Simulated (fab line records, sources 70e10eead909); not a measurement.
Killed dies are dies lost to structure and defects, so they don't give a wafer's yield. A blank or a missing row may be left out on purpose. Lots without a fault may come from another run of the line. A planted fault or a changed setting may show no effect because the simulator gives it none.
fab line records | flow nand_harc
record lots=11 wafers=33 last_day=24
route steps=1159 shown P_CONTACT@232 P_M0@261 END@1159
lots that met no fault: from a run of the same line without faults
start_h: hours from the record's first day to the start of the lot's first wafer shown | wait_h: hours since the lot's step before | " the same as in the row above | L1.1+2: a row that stands for several wafers | - no value, or no start given | * or withheld: withheld | < > ~ a bound
route shown NAME@n: a module of which the file shows steps, and the number in the route of the first | usual: mean/standard deviation of fault-free wafers | same: alike in all rows | chamber/n: place in a boat | sites: the reading at each site | _std_site: their standard deviation | _edge_site: outer sites' mean less inner sites' | radius_mm: how far each site lies from the wafer's centre | mask NAME#n: copy n | behind: the tool/chamber that last shaped the wafer | hold: why the lot was held/for how many hours/how that ended | device: the transistor (n, p or np) that didn't switch | end of line: the same wafers' tests at the end of the route | a step without rows: its recipe alone | killed: dies lost to structure and defects at the first sort, not the wafer's yield | map: a wafer's dies, x killed, . not, _ none there
set.NAME: the setting as run; set.NAME@STEP: as run at that earlier step | model.NAME: the simulator's own value behind a step, which no gauge read
steps of the route over a sample of lots; a table a step, a row a wafer
services: from which hour (start_h, from the record's first day; less than 0 if before it) a tool's chamber was out of use, for how many hours, and why
## steps
# step NHARC_P_CONTACT_CD_MEAS_12
# recipe target_cd_nm=90 landing_energy_ev=500
# usual cd_nm=90.0/0.61
# columns lot.wafer tool chamber start_h wait_h cd_nm
L443.2 cd_sem-02 0 114.73 - 90.1
L443.3 " 0 " " 88.7
L443.4 " 0 " " 89.9
L445.1 cd_sem-03 0 124.43 - 90.4
L445.4 " 0 " " 90.2
L445.6 " 0 " " 91.0
L446.2 cd_sem-03 0 138.42 - 90.4
L446.3 " 0 " " 90.7
L446.6 " 0 " " 89.4
L449.2 cd_sem-03 0 156.13 - 90.3
L449.4 " 0 " " 90.9
L449.5 " 0 " " 90.4
L448.2 cd_sem-03 0 156.98 - 89.5
L448.3 " 0 " " 90.4
L448.4 " 0 " " 89.8
L454.1 cd_sem-01 0 190.20 - 89.8
L454.2 " 0 " " 89.5
L454.4 " 0 " " 89.9
L455.1 cd_sem-02 0 192.09 - 90.5
L455.4 " 0 " " 89.6
L455.5 " 0 " " 91.0
L456.2 cd_sem-01 0 197.52 - 89.5
L456.3 " 0 " " 89.5
L456.4 " 0 " " 90.1
L461.1 cd_sem-01 0 218.05 - 91.5
L461.4 " 0 " " 90.9
L461.6 " 0 " " 90.0
L463.1 cd_sem-03 0 232.12 - 90.1
L463.2 " 0 " " 90.0
L463.4 " 0 " " 89.8
L465.3 cd_sem-01 0 241.74 - 90.1
L465.5 " 0 " " 90.3
L465.6 " 0 " " 90.0
# step NHARC_P_CONTACT_CMP_24
# recipe t_overpolish_s=30 target_thk_nm=200
# usual motor_current_A=11.9/0.99 overpolish_run_s=29.999/0.0086 retaining_ring_pressure_frac=1.000/0.0046 time_to_endpoint_s=42/3.4
# columns lot.wafer tool chamber start_h wait_h motor_current_A overpolish_run_s retaining_ring_pressure_frac time_to_endpoint_s
L443.3 cmp-01 2 132.67 0.3 12.1 30.011 1.000 37
L443.4 " 0 " " 11.5 29.987 0.994 38
L443.2 " 1 " " 12.5 29.989 0.996 35
L445.4 cmp-01 2 133.77 0.4 11.8 30.003 1.007 39
L445.1 " 0 " " 11.3 29.993 1.001 39
L445.6 " 2 " " 12.4 29.985 0.997 40
L446.3 cmp-02 1 145.11 0.3 11.1 29.988 1.004 43
L446.2 " 2 " " 14.0 29.996 1.003 41
L446.6 " 1 " " 11.3 29.992 1.000 41
L449.4 cmp-02 1 161.48 0.3 12.0 29.986 1.000 38
L449.2 " 3 " " 11.3 29.992 0.993 45
L449.5 " 0 " " 11.0 30.003 1.001 40
L448.3 cmp-02 0 162.45 0.3 11.6 30.001 1.001 41
L448.2 " 1 " " 10.9 29.995 1.000 40
L448.4 " 2 " " 13.3 30.003 1.004 40
L454.2 cmp-01 0 193.38 0.5 10.8 30.011 1.000 38
L454.4 " 1 " " 12.1 30.001 1.002 33
L454.1 " 2 " " 11.9 30.005 1.001 41
L455.1 cmp-03 3 195.40 0.6 10.7 29.979 1.002 48
L455.4 " 1 " " 12.7 30.005 0.996 45
L455.5 " 3 " " 10.6 30.014 1.000 45
L456.2 cmp-02 2 207.27 0.6 13.3 30.000 1.000 39
L456.3 " 3 " " 10.9 30.005 1.007 42
L456.4 " 0 " " 11.5 29.997 1.002 37
L461.1 cmp-02 0 225.27 0.6 11.2 30.005 0.991 42
L461.4 " 3 " " 11.0 30.002 0.998 45
L461.6 " 1 " " 11.4 30.005 0.997 43
L463.4 cmp-03 0 235.35 0.3 10.4 29.991 0.998 44
L463.1 " 1 " " 13.6 30.004 0.999 46
L463.2 " 3 " " 11.2 30.003 0.998 50
L465.3 cmp-02 1 246.22 0.4 11.4 30.002 1.006 45
L465.5 " 2 " " 13.0 29.998 1.001 43
L465.6 " 3 " " 11.0 30.015 1.004 49
# step NHARC_P_M0_PEB_07
# recipe peb_temp_c=100 peb_time_s=65
# usual heater_power_total_W=156.6/0.41 resist_line_temp_C=23.00/0.099
# columns lot.wafer tool chamber start_h wait_h heater_power_total_W resist_line_temp_C
L443.2 litho_track-04 0 133.80 0.1 156.0 23.09
L443.3 " 0 " " 156.1 22.94
L443.4 " 0 " " 157.1 22.98
L445.1 litho_track-06 0 134.97 0.1 157.2 23.01
L445.4 " 0 " " 156.1 22.92
L445.6 " 0 " " 156.9 23.14
L446.2 litho_track-06 0 146.31 0.1 157.2 23.12
L446.3 " 0 " " 157.2 23.07
L446.6 " 0 " " 156.0 22.89
L449.2 litho_track-06 0 162.77 0.1 157.1 23.00
L449.4 " 0 " " 157.1 22.83
L449.5 " 0 " " 156.1 22.82
L448.2 litho_track-04 0 163.61 0.1 156.6 22.80
L448.3 " 0 " " 156.5 22.97
L448.4 " 0 " " 155.9 22.94
L454.1 litho_track-04 0 194.48 0.1 156.8 23.02
L454.2 " 0 " " 156.4 22.88
L454.4 " 0 " " 157.1 22.91
L455.1 litho_track-06 0 196.49 0.1 156.3 23.17
L455.4 " 0 " " 156.0 22.88
L455.5 " 0 " " 156.3 23.18
L456.2 litho_track-04 0 208.50 0.1 168.1 23.17
L456.3 " 0 " " 156.0 23.03
L456.4 " 0 " " 155.9 23.08
L461.1 litho_track-04 0 226.52 0.1 167.1 22.78
L461.4 " 0 " " 156.3 22.98
L461.6 " 0 " " 167.8 23.00
L463.1 litho_track-06 0 236.58 0.1 156.4 23.07
L463.2 " 0 " " 156.1 22.93
L463.4 " 0 " " 157.2 23.09
L465.3 litho_track-01 0 247.24 0.0 156.1 22.89
L465.5 " 0 " " 156.6 23.08
L465.6 " 0 " " 156.8 23.02
# step NHARC_P_M0_CD_MEAS_09
# recipe target_cd_nm=90 landing_energy_ev=500
# usual cd_nm=89.9/0.57
# columns lot.wafer tool chamber start_h wait_h cd_nm
L443.2 cd_sem-03 0 133.88 - 90.2
L443.3 " 0 " " 90.6
L443.4 " 0 " " 90.6
L445.1 cd_sem-01 0 135.05 - 89.5
L445.4 " 0 " " 89.4
L445.6 " 0 " " 89.9
L446.2 cd_sem-01 0 146.39 - 89.4
L446.3 " 0 " " 90.7
L446.6 " 0 " " 90.5
L449.2 cd_sem-02 0 162.85 - 90.0
L449.4 " 0 " " 90.5
L449.5 " 0 " " 90.0
L448.2 cd_sem-03 0 163.70 - 89.7
L448.3 " 0 " " 89.7
L448.4 " 0 " " 89.3
L454.1 cd_sem-01 0 194.56 - 88.3
L454.2 " 0 " " 89.1
L454.4 " 0 " " 89.3
L455.1 cd_sem-03 0 196.57 - 90.4
L455.4 " 0 " " 89.9
L455.5 " 0 " " 90.7
L456.2 cd_sem-03 0 208.58 - 83.8
L456.3 " 0 " " 89.4
L456.4 " 0 " " 89.8
L461.1 cd_sem-02 0 226.60 - 85.0
L461.4 " 0 " " 89.2
L461.6 " 0 " " 84.7
L463.1 cd_sem-03 0 236.66 - 90.1
L463.2 " 0 " " 89.9
L463.4 " 0 " " 90.2
L465.3 cd_sem-03 0 247.32 - 91.1
L465.5 " 0 " " 90.6
L465.6 " 0 " " 90.1
# step NHARC_P_M0_CD_MEAS_16
# usual cd_nm=89.5/0.71
# columns lot.wafer tool chamber start_h wait_h cd_nm
L443.2 cd_sem-01 - 134.41 - 89.7
L443.3 " - " " 90.2
L443.4 " - " " 90.3
L445.1 cd_sem-03 - 135.54 - 88.9
L445.4 " - " " 89.3
L445.6 " - " " 89.5
L446.2 cd_sem-03 - 146.88 - 88.7
L446.3 " - " " 89.2
L446.6 " - " " 89.7
L449.2 cd_sem-02 - 163.34 - 90.0
L449.4 " - " " 89.5
L449.5 " - " " 89.2
L448.2 cd_sem-01 - 164.22 - 89.4
L448.3 " - " " 90.3
L448.4 " - " " 89.1
L454.1 cd_sem-03 - 195.04 - 87.6
L454.2 " - " " 87.5
L454.4 " - " " 88.5
L455.1 cd_sem-03 - 197.07 - 89.7
L455.4 " - " " 89.9
L455.5 " - " " 90.5
L456.2 cd_sem-01 - 209.06 - 84.2
L456.3 " - " " 88.5
L456.4 " - " " 89.2
L461.1 cd_sem-03 - 227.09 - 84.4
L461.4 " - " " 88.8
L461.6 " - " " 84.6
L463.1 cd_sem-02 - 237.14 - 89.4
L463.2 " - " " 90.1
L463.4 " - " " 90.1
L465.3 cd_sem-03 - 247.84 - 91.6
L465.5 " - " " 90.7
L465.6 " - " " 90.8
# step NHARC_P_M0_PRE_CLEAN_29
# recipe time_s=30 temp_c=280 gas=H2/He
# usual heater_power_w=401/32
# columns lot.wafer tool chamber start_h wait_h heater_power_w
L443.3 pvd_sputter-01 - - - 414
L443.2 " - " " 421
L443.4 " - " " 408
L445.1 pvd_sputter-01 - - - 424
L445.4 " - " " 418
L445.6 " - " " 483
L446.2 pvd_sputter-02 - - - 430
L446.3 " - " " 389
L446.6 " - " " 424
L449.2 pvd_sputter-02 - - - 386
L449.4 " - " " 374
L449.5 " - " " 396
L448.3 pvd_sputter-02 - - - 426
L448.2 " - " " 406
L448.4 " - " " 362
L454.2 pvd_sputter-01 - - - 375
L454.4 " - " " 386
L454.1 " - " " 455
L455.4 pvd_sputter-02 - - - 374
L455.1 " - " " 387
L455.5 " - " " 390
L456.2 pvd_sputter-02 - - - 396
L456.4 " - " " 398
L456.3 " - " " 417
L461.1 pvd_sputter-02 - - - 391
L461.4 " - " " 384
L461.6 " - " " 391
L463.2 pvd_sputter-02 - - - 399
L463.4 " - " " 437
L463.1 " - " " 378
L465.3 pvd_sputter-02 - - - 392
L465.5 " - " " 380
L465.6 " - " " 382
# step NHARC_END_SORT_01
# recipe temp_c=25
# usual defect_limited_yield=95.3/1.6 killed_at_array=27/12 killed_at_other=0.8/1 killed_at_periphery=4.0/2.5 killed_dies=32/11 killed_open=3.3/1.8 killed_short=2.0/1.5 sort_bin_2_pct=1.5/0.59 sort_bin_3_pct=0.27/0.22 sort_bin_4_pct=3.0/1.1 sort_n_pass=645/11 sort_rim_yield_pct=95.6/2.7 sort_yield_pct=95.3/1.6
# same gross_dies=677 sort_bin_5_pct[%]=0 sort_bin_6_pct[%]=0 sort_bin_7_pct[%]=0 sort_bin_8_pct[%]=0 sort_rim_n_gross=106.00
# columns lot.wafer tool chamber start_h wait_h defect_limited_yield[%] killed_at_array killed_at_other killed_at_periphery killed_dies killed_open killed_short sort_bin_2_pct[%] sort_bin_3_pct[%] sort_bin_4_pct[%] sort_n_pass sort_rim_yield_pct[%] sort_yield_pct[%]
L446.2 prober-01 0 465.20 2.8 97.0 15 1 4 20 7 3 0.9 0.15 1.9 657 100.0 97.0
L446.3 prober-01 0 465.99 3.1 97.5 14 0 3 17 4 2 1.0 0.30 1.2 660 98.1 97.5
L446.6 prober-01 0 468.36 4.0 97.0 17 0 3 20 5 3 1.0 0 1.9 657 97.2 97.0
L454.1 prober-02 0 504.21 2.5 95.1 31 0 2 33 3 2 1.5 0.59 2.8 644 88.7 95.1
L454.2 prober-02 0 505.00 2.8 92.3 46 2 4 52 4 6 1.8 0.30 5.6 625 94.3 92.3
L454.4 prober-02 0 506.59 3.4 93.6 41 0 2 43 4 0 2.4 0 4.0 634 100.0 93.6
L455.1 prober-01 0 507.74 2.5 97.6 15 0 1 16 1 1 0.3 0.15 1.9 661 100.0 97.6
L455.4 prober-01 0 510.10 3.4 95.3 29 0 3 32 3 2 2.1 0.30 2.4 645 99.1 95.3
L455.5 prober-01 0 510.88 3.6 98.4 9 0 2 11 3 1 0.3 0 1.3 666 100.0 98.4
L456.2 prober-02 0 513.64 2.9 93.2 40 1 5 46 4 3 2.1 0.59 4.1 631 91.5 93.2
L456.3 prober-02 0 514.45 3.2 92.6 46 0 4 50 4 4 2.1 0.89 4.4 627 93.4 92.6
L456.4 prober-02 0 515.26 3.5 94.2 32 0 7 39 1 4 1.0 0.44 4.3 638 92.5 94.2
L461.1 prober-02 0 549.71 2.5 95.7 23 2 4 29 4 2 1.6 0 2.7 648 97.2 95.7
L461.4 prober-02 0 552.13 3.4 96.3 18 2 5 25 5 2 0.9 0.44 2.4 652 97.2 96.3
L461.6 prober-02 0 553.74 4.0 95.1 26 3 4 33 0 7 1.3 0.30 3.2 644 94.3 95.1
# killed by level:class
L446.2 A_CONTACT:geometric_particle:open=3 P_M2:chamber_film_flake=3 A_STAIRCASE:chamber_film_flake=3 A_CHANNEL_HOLE_D1:chamber_film_flake=2 P_CONTACT:geometric_particle:open=1 A_CHANNEL_FILL_D1:geometric_particle:short=1 A_SGD_CUT:geometric_particle:open=1 A_CONTACT:geometric_particle:short=1
L446.3 A_CONTACT:chamber_film_flake=5 A_STAIRCASE:chamber_film_flake=2 P_M2:geometric_particle:open=1 A_CHANNEL_HOLE_D1:geometric_particle:open=1 A_CHANNEL_FILL_D1:geometric_particle:short=1 A_WL_FILL:geometric_particle:open=1 A_CONTACT:geometric_particle:open=1 A_M0:geometric_particle:short=1
L446.6 A_CONTACT:chamber_film_flake=3 A_CHANNEL_FILL_D1:chamber_film_flake=2 A_SOURCE_PLATE:geometric_particle:open=1 A_CHANNEL_HOLE_D1:geometric_particle:open=1 A_CHANNEL_FILL_D1:geometric_particle:short=1 A_SGD_CUT:geometric_particle:short=1 A_SGD_CUT:geometric_particle:open=1 A_CONTACT:geometric_particle:short=1
L454.1 A_CHANNEL_HOLE_D1:chamber_film_flake=13 A_SLIT:chamber_film_flake=10 A_WL_FILL:chamber_film_flake=2 P_CONTACT:geometric_particle:short=1 P_M0:geometric_particle:open=1 A_CHANNEL_FILL_D1:geometric_particle:short=1 A_CONTACT:geometric_particle:open=1 A_M0:geometric_particle:open=1
L454.2 A_CHANNEL_HOLE_D1:chamber_film_flake=21 A_SLIT:chamber_film_flake=10 A_STAIRCASE:chamber_film_flake=4 P_CONTACT:geometric_particle:short=2 A_WL_FILL:geometric_particle:short=2 A_CONTACT:chamber_film_flake=2 P_CONTACT:geometric_particle:open=1 P_M2:geometric_particle:open=1
L454.4 A_CHANNEL_HOLE_D1:chamber_film_flake=21 A_SLIT:chamber_film_flake=14 A_STAIRCASE:chamber_film_flake=2 A_CONTACT:chamber_film_flake=2 P_GATE:geometric_particle:open=1 P_M0:geometric_particle:open=1 A_ONON_D1:geometric_particle:open=1 A_CHANNEL_FILL_D1:geometric_particle:open=1
L455.1 A_CHANNEL_HOLE_D1:chamber_film_flake=5 A_CONTACT:chamber_film_flake=4 A_BLC:chamber_film_flake=3 A_STAIRCASE:geometric_particle:open=1 A_CONTACT:geometric_particle:short=1 P_GATE:chamber_film_flake=1 A_STAIRCASE:chamber_film_flake=1
L455.4 A_CHANNEL_HOLE_D1:chamber_film_flake=8 A_STAIRCASE:chamber_film_flake=8 A_BLC:chamber_film_flake=7 P_M0:geometric_particle:open=1 P_M0:geometric_particle:short=1 A_SGD_CUT:geometric_particle:short=1 A_WL_FILL:geometric_particle:open=1 A_CONTACT:geometric_particle:open=1
L455.5 A_CHANNEL_HOLE_D1:chamber_film_flake=5 A_M1:geometric_particle:open=2 P_GATE:chamber_film_flake=2 A_SGD_CUT:geometric_particle:short=1 A_BLC:geometric_particle:open=1
L456.2 A_SLIT:chamber_film_flake=14 A_CHANNEL_HOLE_D1:chamber_film_flake=14 P_M0:chamber_film_flake=2 A_CHANNEL_FILL_D1:chamber_film_flake=2 A_STAIRCASE:chamber_film_flake=2 A_WL_FILL:chamber_film_flake=2 A_CONTACT:chamber_film_flake=2 P_CONTACT:geometric_particle:open=1
L456.3 A_CHANNEL_HOLE_D1:chamber_film_flake=18 A_SLIT:chamber_film_flake=9 A_CONTACT:chamber_film_flake=5 A_STAIRCASE:chamber_film_flake=4 P_M0:chamber_film_flake=2 A_WL_FILL:chamber_film_flake=2 P_STI:geometric_particle:short=1 A_ONON_D1:geometric_particle:open=1
L456.4 A_CHANNEL_HOLE_D1:chamber_film_flake=14 A_SLIT:chamber_film_flake=7 P_M0:chamber_film_flake=3 A_STAIRCASE:chamber_film_flake=3 A_WL_FILL:chamber_film_flake=3 P_GATE:geometric_particle:short=1 P_M1:geometric_particle:short=1 A_CHANNEL_FILL_D1:geometric_particle:short=1
L461.1 A_STAIRCASE:chamber_film_flake=6 A_CHANNEL_HOLE_D1:chamber_film_flake=5 A_CONTACT:chamber_film_flake=4 A_BLC:chamber_film_flake=4 A_CONTACT:geometric_particle:open=2 P_STI:chamber_film_flake=2 P_STI:geometric_particle:open=1 A_WL_FILL:geometric_particle:short=1
L461.4 A_CONTACT:chamber_film_flake=9 P_STI:chamber_film_flake=3 P_M0:geometric_particle:open=2 A_WL_FILL:geometric_particle:short=2 A_CHANNEL_HOLE_D1:chamber_film_flake=2 THIN_TSV:chamber_film_flake=2 A_CHANNEL_FILL_D1:geometric_particle:open=1 A_BLC:geometric_particle:open=1
L461.6 A_CONTACT:chamber_film_flake=7 A_BLC:chamber_film_flake=7 A_CHANNEL_HOLE_D1:chamber_film_flake=3 THIN_TSV:chamber_film_flake=3 A_ONON_D1:geometric_particle:short=2 A_WL_FILL:geometric_particle:short=2 P_M0:chamber_film_flake=2 A_SOURCE_PLATE:geometric_particle:short=1
## services
# columns tool chamber start_h hours kind
pvd_sputter-01 - 116.01 2.6 repair
litho_track-06 - 117.00 7.0 pm
cmp-02 - 128.69 4.0 pm
litho_track-04 - 141.00 7.0 pm
cmp-01 - 154.82 8.0 repair
cmp-03 - 156.04 4.0 pm
pvd_sputter-01 - 158.01 10.0 pm
pvd_sputter-01 - 168.67 3.5 repair
cmp-01 - 179.50 4.0 pm
pvd_sputter-02 - 180.01 1.7 repair
cmp-03 - 184.70 1.2 repair
cmp-01 - 209.84 0.3 repair
pvd_sputter-02 - 214.05 10.0 pm
cmp-02 - 215.97 0.9 repair
cmp-01 - 216.76 4.5 repair
cmp-02 - 226.69 4.0 pm
cmp-03 - 227.22 0.4 repair
cmp-03 - 227.71 1.4 repair
cmp-02 - 230.75 1.7 repair
cmp-01 - 230.92 5.0 repair
pvd_sputter-01 - 240.31 0.9 repair
cmp-01 - 246.06 0.5 repair
cmp-03 - 247.21 2.1 repair
pvd_sputter-01 - 248.36 5.1 repair
## key
first_sign step=NHARC_P_M0_PEB_07 reading=heater_power_total_W direction=up sigmas=27 usual=* struck=*
effect step=NHARC_P_M0_CD_MEAS_09 reading=cd_nm direction=down sigmas=9.5 usual=89.9 struck=84.5
effect step=NHARC_P_M0_CD_MEAS_16 reading=cd_nm direction=down sigmas=7.2 usual=89.5 struck=84.4
met_at NHARC_P_M0_PEB_07
struck_lots L456,L461
struck_wafers L456.2,L461.1,L461.6
not_acting_at NHARC_P_CONTACT_CD_MEAS_12,NHARC_P_CONTACT_CMP_24,NHARC_P_M0_PRE_CLEAN_29
onset_between 194.48 208.50
fault kind=process_parameter_drift tool=litho_track-04 chamber=- onset_h=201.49 steps=NHARC_P_M0_PEB_07 channel=peb_time_s offset=* shape=step end_h=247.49 scope=struck_wafers_only acts_in=* stated=*
